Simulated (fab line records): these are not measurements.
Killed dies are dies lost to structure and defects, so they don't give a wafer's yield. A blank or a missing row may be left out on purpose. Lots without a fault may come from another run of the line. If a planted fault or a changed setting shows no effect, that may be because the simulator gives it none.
Chamber matching    flow n5-finfet    3 sister chambers for N5_BEOL_M11_ILD_DEP_00 on pecvd-01
The step deposits SiCOH lowk from DEMS/porogen, target thk 308.51 nm, time 58 s. 3 wafers are shown with their chamber, then 8 later ones without.

## EACH WAFER AND ITS CHAMBER
wafer   chamber  throttle-valve-pct (%)
L081.2  0        13.8
L088.6  2        13.8
L086.1  1        15.6

## WAFERS WITH NO CHAMBER GIVEN
wafer   throttle-valve-pct (%)
L086.3  13.5
L086.4  15.5
L092.1  13.7
L092.2  15.5
L092.6  15.4
L096.1  13.8
L096.2  13.8
L096.5  13.5

## WHICH CHAMBER EACH ONE RAN IN
wafer   from the rows above      in truth
L086.3  can't be placed: 0 or 2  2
L086.4  1                        1
L092.1  can't be placed: 0 or 2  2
L092.2  1                        1
L092.6  1                        1
L096.1  can't be placed: 0 or 2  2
L096.2  can't be placed: 0 or 2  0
L096.5  can't be placed: 0 or 2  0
Correct placement for 3 of the 8. Not placeable from these rows: 5 (in 5, the candidates include the true chamber). Number placed wrongly: 0.
How it was worked out, from the rows above alone: a wafer's distance from a chamber is the root of the sum, over the readings, of the square of ((its reading less the chamber's mean) divided by the reading's scatter). If the next closest chamber is less than 2 further off than the closest, the wafer can't be placed; otherwise it belongs to the closest. For every chamber, the mean is computed from those of its wafers that are shown. The scatter: root of mean squared gap, hidden wafer to nearest shown wafer, with one shown wafer a chamber.
